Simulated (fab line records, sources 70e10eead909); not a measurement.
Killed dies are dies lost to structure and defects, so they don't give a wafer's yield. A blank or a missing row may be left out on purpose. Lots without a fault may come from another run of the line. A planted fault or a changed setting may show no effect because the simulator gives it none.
Which tool did it? | flow nand_harc | 13 lots, 37 wafers sampled, at 5 steps of a route of 1159

WHAT THE GAUGES READ, wafer by wafer
NHARC_END_SORT_01.
lot  | measured     | on        | killed_at_array | killed_at_other | killed_at_periphery | killed_dies | killed_open | killed_short
L890 | day 21 20:44 | prober-01 | 41 51 676       | 0 0 0           | 3 4 1               | 44 55 677   | 4 6 3       | 3 2 4
L891 | day 22 12:06 | prober-02 | 16 672          | 0 0             | 2 5                 | 18 677      | 4 7         | 0 3
L893 | day 23 17:27 | prober-02 | 673 672         | 1 1             | 3 4                 | 677 677     | 2 3         | 5 0

WHICH TOOL RAN EACH LOT (tool, then ch and the chambers of the sampled wafers, then the start)
lot  | NHARC_A_SLIT_ETCH_24               | NHARC_A_WL_FILL_RTA_01           | NHARC_A_WL_FILL_ETCHBACK_04       | NHARC_A_WL_FILL_STRIP_27
L877 | rie_diel-07 ch 0,1,2, day 13 12:26 | rtp_anneal-01 ch 0, day 13 21:40 | rie_metal-02 ch 0, day 14 07:16   | plasma_asher-02 ch 0,1, day 14 07:40
L881 | rie_diel-11 ch 2,3, day 15 00:22   | rtp_anneal-02 ch 0, day 15 11:55 | rie_metal-02 ch 0,1, day 15 18:37 | plasma_asher-01 ch 1, day 15 18:59
L879 | rie_diel-08 ch 2,3, day 15 00:32   | rtp_anneal-01 ch 0, day 15 11:56 | rie_metal-02 ch 0,1, day 15 15:54 | plasma_asher-02 ch 0, day 15 16:16
L880 | rie_diel-07 ch 0,2,3, day 15 01:15 | rtp_anneal-02 ch 0, day 15 11:44 | rie_metal-03 ch 0,1, day 15 15:45 | plasma_asher-01 ch 0,1, day 15 16:08
L885 | rie_diel-08 ch 0,3, day 15 14:25   | rtp_anneal-02 ch 0, day 16 02:05 | rie_metal-03 ch 0,1, day 16 06:23 | plasma_asher-01 ch 0,1, day 16 06:45
L883 | rie_diel-08 ch 1,3, day 15 14:26   | rtp_anneal-02 ch 0, day 16 09:00 | rie_metal-03 ch 1, day 16 17:35   | plasma_asher-01 ch 0,1, day 16 17:57
L887 | rie_diel-08 ch 0,1,2, day 16 21:32 | rtp_anneal-01 ch 0, day 17 08:38 | rie_metal-02 ch 0,1, day 17 14:59 | plasma_asher-01 ch 0,1, day 17 15:20
L890 | rie_diel-08 ch 0,1,2, day 17 05:32 | rtp_anneal-02 ch 0, day 17 17:18 | rie_metal-03 ch 0,1, day 17 23:55 | plasma_asher-01 ch 0,1, day 18 00:16
L891 | rie_diel-07 ch 1,2, day 17 16:49   | rtp_anneal-02 ch 0, day 18 09:37 | rie_metal-03 ch 0,1, day 18 14:50 | plasma_asher-01 ch 0, day 18 15:11
L893 | rie_diel-11 ch 0,3, day 18 11:07   | rtp_anneal-01 ch 0, day 19 00:27 | rie_metal-03 ch 0,1, day 19 04:26 | plasma_asher-01 ch 0,1, day 19 04:47
L896 | rie_diel-08 ch 0,2,3, day 18 19:30 | rtp_anneal-02 ch 0, day 19 07:16 | rie_metal-02 ch 0,1, day 19 14:43 | plasma_asher-01 ch 0,1, day 19 15:37
L899 | rie_diel-07 ch 0,1,3, day 20 03:59 | rtp_anneal-02 ch 0, day 20 15:23 | rie_metal-01 ch 0,1, day 20 21:35 | plasma_asher-02 ch 0,1, day 20 21:58
L898 | rie_diel-11 ch 0,1, day 20 04:13   | rtp_anneal-02 ch 0, day 20 15:37 | rie_metal-02 ch 0,1, day 20 22:21 | plasma_asher-02 ch 0,1, day 20 22:43
- NHARC_A_SLIT_ETCH_24: etches the open film in CF4/CHF3, target depth 121 nm, time 60.5 s.
- NHARC_A_WL_FILL_RTA_01: time 5 s.
- NHARC_A_WL_FILL_ETCHBACK_04: etches the open film in NF3, target depth 60 nm, time 120 s.
- NHARC_A_WL_FILL_STRIP_27: strips in N2/H2, time 20 s.

WHAT THE TOOLS THEMSELVES READ (means of the sampled wafers that have a number; where no wafer has one, the mark that the record gives instead)
NHARC_A_SLIT_ETCH_24.
lot  | tool        | chamber_pressure_mTorr (mTorr) | drypump_motor_current_A (A) | oes_product_au (a.u.) | rf_vpp_V (V) | showerhead_plenum_p_Torr (Torr) | throttle_valve_pct (%)
L877 | rie_diel-07 | 24.978                         | 5.2                         | 0.978                 | 372.3        | 1.61                            | 16.803
L881 | rie_diel-11 | 24.993                         | 5.8                         | 0.969                 | 371.9        | 1.61                            | 16.802
L879 | rie_diel-08 | 24.995                         | 5.8                         | 0.958                 | 372.5        | 1.64                            | 16.812
L880 | rie_diel-07 | 24.989                         | 5.5                         | 0.935                 | 371.3        | 1.61                            | 16.797
L885 | rie_diel-08 | 25.005                         | 5.9                         | 0.954                 | 373.4        | 1.65                            | 16.808
L883 | rie_diel-08 | 25.008                         | 6.3                         | 0.942                 | 372.2        | 1.61                            | 16.801
L887 | rie_diel-08 | 24.974                         | 5.8                         | 0.975                 | 371.6        | 1.61                            | 16.795
L890 | rie_diel-08 | 24.982                         | 5.8                         | 0.943                 | 371.9        | 1.61                            | 16.803
L891 | rie_diel-07 | 24.993                         | 5.2                         | 0.964                 | 374.1        | 1.67                            | 16.807
L893 | rie_diel-11 | 24.966                         | 5.7                         | 0.980                 | 370.2        | 1.57                            | 16.820
L896 | rie_diel-08 | 25.008                         | 5.9                         | 0.976                 | 372.7        | 1.65                            | 16.805
L899 | rie_diel-07 | 25.017                         | 5.8                         | 0.960                 | 371.3        | 1.61                            | 16.800
L898 | rie_diel-11 | 25.016                         | 5.8                         | 0.952                 | 370.3        | 1.58                            | 16.815

NHARC_A_WL_FILL_RTA_01.
lot  | tool          | lamp_power_pct (%) | wafer_temp_C_max
L877 | rtp_anneal-01 | 37                 | 1004.5
L881 | rtp_anneal-02 | 25                 | 1003.3
L879 | rtp_anneal-01 | 37                 | 1004.0
L880 | rtp_anneal-02 | 25                 | 1003.9
L885 | rtp_anneal-02 | 25                 | 1003.9
L883 | rtp_anneal-02 | 25                 | 1003.7
L887 | rtp_anneal-01 | 37                 | 1004.3
L890 | rtp_anneal-02 | 25                 | 1003.8
L891 | rtp_anneal-02 | 25                 | 1005.0
L893 | rtp_anneal-01 | 37                 | 1005.7
L896 | rtp_anneal-02 | 25                 | 1004.4
L899 | rtp_anneal-02 | 25                 | 1003.6
L898 | rtp_anneal-02 | 25                 | 1004.2

NHARC_A_WL_FILL_ETCHBACK_04.
lot  | tool         | chamber_pressure_mTorr (mTorr) | drypump_motor_current_A (A) | oes_product_au (a.u.) | run_length_s (s)
L877 | rie_metal-02 | 299.99                         | 5.9                         | 1.002                 | 140.7
L881 | rie_metal-02 | 299.99                         | 5.9                         | 0.995                 | 140.8
L879 | rie_metal-02 | 300.20                         | 6.0                         | 0.993                 | 141.1
L880 | rie_metal-03 | 299.92                         | 5.6                         | 0.986                 | 141.0
L885 | rie_metal-03 | 299.93                         | 5.6                         | 0.997                 | 141.3
L883 | rie_metal-03 | 300.32                         | 5.5                         | 0.996                 | 141.6
L887 | rie_metal-02 | 299.90                         | 5.9                         | 1.000                 | 141.0
L890 | rie_metal-03 | 300.18                         | 5.6                         | 0.997                 | 120.0
L891 | rie_metal-03 | 300.28                         | 5.6                         | 0.996                 | 109.8
L893 | rie_metal-03 | 300.06                         | 5.6                         | 1.002                 | 77.9
L896 | rie_metal-02 | 300.18                         | 5.9                         | 1.005                 | 140.8
L899 | rie_metal-01 | 300.32                         | 5.5                         | 1.009                 | 141.0
L898 | rie_metal-02 | 300.02                         | 5.9                         | 1.002                 | 141.0

NHARC_A_WL_FILL_STRIP_27.
lot  | tool            | drypump_motor_current_A (A) | heater_power_w (W) | temp_c (C)
L877 | plasma_asher-02 | 5.1                         | 362                | 250.17
L881 | plasma_asher-01 | 5.2                         | 325                | 250.17
L879 | plasma_asher-02 | 4.8                         | 374                | 249.71
L880 | plasma_asher-01 | 5.5                         | 337                | 250.06
L885 | plasma_asher-01 | 5.3                         | 330                | 249.79
L883 | plasma_asher-01 | 5.4                         | 332                | 249.77
L887 | plasma_asher-01 | 5.5                         | 329                | 249.91
L890 | plasma_asher-01 | 5.3                         | 326                | 249.95
L891 | plasma_asher-01 | 5.7                         | 342                | 249.81
L893 | plasma_asher-01 | 5.5                         | 332                | 249.92
L896 | plasma_asher-01 | 5.4                         | 332                | 250.01
L899 | plasma_asher-02 | 5.1                         | 340                | 250.19
L898 | plasma_asher-02 | 5.5                         | 335                | 250.02

THE ANSWER, worked out from the rows above alone
Rule: what is usual is taken from the lots themselves. Put in order of their means at a reading, lots are off if they are a third of the lots or fewer, leave a main group of 4 or more, and stand apart from it by a gap of 3 or more times the standard deviation of the main group's means; of several such gaps the widest counts. A main group whose means are all the same, to the digits that the tables above print for the reading, isn't used. A lot without any number at a reading at which 4 lots or more have one is off too. The other lots that the step has rows for count as sound. The gauges are gone through in route order, then the tools' own readings, and for those a lot's mean is taken as printed above. The first step at which some lot is off is used, and at that step the reading that is off furthest; a lot without a number counts as furthest.
Off: L890, L891, L893, at NHARC_A_WL_FILL_ETCHBACK_04 (run_length_s). The main group: mean 141.0 s, standard deviation 0.25.
A tool fits if, at that step or a process step before it, it ran every lot that is off, and no sound lot after the first of them. One fits: rie_metal-03 at NHARC_A_WL_FILL_ETCHBACK_04. Its last sound lot is L883 (day 16 17:35), its first lot that is off L890 (day 17 23:55): a fault that began between those two fits.
The tool's own readings at NHARC_A_WL_FILL_ETCHBACK_04 bear it out: on the lots that are off they differ by more than 5 times the standard deviation of the sound lots' means. run_length_s reads 102.6 s there against 141.0 s on the sound lots.

WHAT THE SIMULATOR HAD PUT IN
Process parameter drift: rie_metal-03, from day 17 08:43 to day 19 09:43, at NHARC_A_WL_FILL_ETCHBACK_04. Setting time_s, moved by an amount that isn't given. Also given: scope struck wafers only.
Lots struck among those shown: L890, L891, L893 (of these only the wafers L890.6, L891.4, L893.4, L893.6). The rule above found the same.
